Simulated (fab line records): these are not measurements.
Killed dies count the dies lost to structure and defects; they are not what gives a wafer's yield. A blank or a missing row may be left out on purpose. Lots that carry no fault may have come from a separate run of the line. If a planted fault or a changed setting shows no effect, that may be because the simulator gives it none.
Struck lot and sound lot, side by side    flow n5Finfet    24 out of 1938 route steps
Sound: the wafers L278.1, L278.2, L278.5. The struck wafers were L265.3, L265.5, L265.6. Last of all comes the cause.
At each step with rows: each side's tool, then ch and its chambers, then its first start. Under that, the readings that differ: sound wafers    struck wafers    difference of the means    sigmas: that difference in standard deviations of wafers without a fault.
alike: same words and numbers on both sides, and readings whose means sit less than 2 such deviations apart. not compared: any withheld reading, any reading some wafer has no value for, any bound like >300 that may hide the same value, and any number with overlapping values for which the record gives no deviation.
A row with sigmas, a row that says differs or no value, or rows on one side alone: a step with any of these is where the two part. When numbers do not overlap yet have no deviation, they are printed without sigmas and do not part them. A reading that every wafer of one side lacks parts them only if that side has two wafers or more.

first, 9 steps without rows for these wafers: N5_MOL_CONTACT_COAG_SOFTBAKE_79 (time 60 s); N5_MOL_CONTACT_COAG_EXPOSE_81 (exposes mask VG, defocus 0 nm); N5_MOL_CONTACT_COAG_PEB_82 (peb time 60 s); N5_MOL_CONTACT_COAG_DEVELOP_83 (develop time 30 s); N5_MOL_CONTACT_COAG_DESCUM_88 (chemistry O2, time 7 s); N5_MOL_CONTACT_COAG_ETCH_89 (etches underlayer in N2/H2, target depth 13 nm, time 10.4 s); N5_MOL_CONTACT_COAG_ETCH_90 (etches SiARC in CF4, target depth 13 nm, time 21.7 s); N5_MOL_CONTACT_COAG_ALD_131 (deposits SiO2, target thk 5 nm, pulse time 1 s, co reactant pulse time 1 s); N5_MOL_CONTACT_COAG_ETCHBACK_132 (etches SiO2 in CHF3, target depth 10 nm, time 6.7 s).
N5_MOL_CONTACT_COAG_ETCH_91: etches SOC in N2/H2, target depth 60 nm, overetch 21 nm, time 101.2 s.
  sound on rieDiel-03 ch 1,2, day 10 22:44; struck on rieDiel-05 ch 2,3, day 7 19:49
  no value came back on the struck wafers for any of 7 readings (biasW (W), chamberPressureMTorr (mTorr) and others); on the sound wafers biasW (W) reads 150.0 150.1 149.9
reading                                                  sound        struck          difference  sigmas
model.CAR-EUV_of_MOL_CONTACT_COAG_COAT_78.thkNm (nm)     0 0 0        15.6 15.8 15.6  +15.7       
model.underlayer_of_MOL_CONTACT_COAG_COAT_77.thkNm (nm)  0 0 0        10 10 10        +10         
model.SiARC_of_MOL_CONTACT_COAG_COAT_76.thkNm (nm)       5.6 5.8 5.8  10 10 10        +4          
  not compared: rfHoursCounterH
then, 4 steps without rows for these wafers: N5_MOL_CONTACT_COAG_STRIP_92 (strips in N2/H2); N5_MOL_CONTACT_COAG_STRIP_93 (strips in N2/H2); N5_MOL_CONTACT_COAG_ETCHBACK_135 (etches SiO2 in CHF3, target depth 25 nm, time 16.7 s); N5_MOL_CONTACT_COAG_STRIP_118 (strips in CHF3).
N5_MOL_CONTACT_COAG_VIA_ETCH_46: etches SiO2 in C4F6/O2, target depth 46 nm, overetch 9.2 nm, time 40 s.
  sound on rieDiel-03 ch 1,2, day 10 22:52; struck on rieDiel-05 ch 2,3, day 7 19:56
reading              sound           struck          difference  sigmas
oesProductAu (a.u.)  0.77 0.79 0.79  0.27 0.26 0.28  -0.51       -6
  alike: C4F6_flow_sccm, O2_flow_sccm, biasW, drypumpMotorCurrentA, rfVppV, showerheadPlenumPTorr, throttleValvePct
  not compared: rfHoursCounterH
then, 1 step without rows for these wafers: N5_MOL_CONTACT_COAG_STRIP_96 (strips in N2/H2).
N5_MOL_CONTACT_COAG_ETCH_47: etches SiNx in CH3F/O2, stops on W, target depth 27 nm.
  sound on rieDiel-03 ch 1,2, day 10 22:58; struck on rieDiel-05 ch 2,3, day 7 20:03
reading                   sound              struck          difference  sigmas
etchRfOnTimeS (s)         30.0 30.7 30.4     50.8 50.8 50.8  +20.4       +26
oesProductAu (a.u.)       0.77 0.79 0.79     0.28 0.27 0.27  -0.51       -5
model.etch.overEtchS (s)  4.995 5.116 5.066  0 0 0           -5          
  alike: CH3F_flow_sccm, O2_flow_sccm, biasW, drypumpMotorCurrentA, rfVppV, showerheadPlenumPTorr, throttleValvePct
  not compared: rfHoursCounterH
then, 3 steps without rows for these wafers: N5_MOL_CONTACT_COAG_STRIP_119 (strips in N2/H2, time 30 s); N5_MOL_CONTACT_COAG_PRECLEAN_144 (cleans in alkaline clean, time 60 s); N5_MOL_CONTACT_COAG_SRD_145 (time 30 s).
N5_MOL_CONTACT_COAG_CD_MEAS_137: target cd 16 nm.
  sound on cdSem-03 at day 10 23:12; struck on cdSem-03 at day 7 20:17
reading    sound           struck  difference                     sigmas
cdNm (nm)  15.7 15.8 15.9  - - -   no value on the struck wafers  
then, 1 step without rows for these wafers: N5_MOL_CONTACT_COAG_COAT_62 (time 60 s, resist thk 60 nm).
N5_BEOL_M4_RC_MEAS_101:
  the record has rows for the sound wafers here (prober-01 ch 0, day 13 14:10) and none for the struck ones
-- here the record skips 7 days between the struck wafers' starts before and after, leaving off in module BEOL_M4 and picking up in module PASSIVATION (first step shown: number 1936 of the route) --
N5_PASSIVATION_PROBE_49:
  rows exist in the record for the struck wafers here (prober-01, day 14 19:16), but not for the sound ones

## WHERE THEY PART
Earliest at N5_MOL_CONTACT_COAG_ETCH_91; latest, in this record, at N5_PASSIVATION_PROBE_49.

WHY: what had been put in by the simulator
Whole step skipped at N5_MOL_CONTACT_COAG_ETCH_91 on rieDiel-05, starting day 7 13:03. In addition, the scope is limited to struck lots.
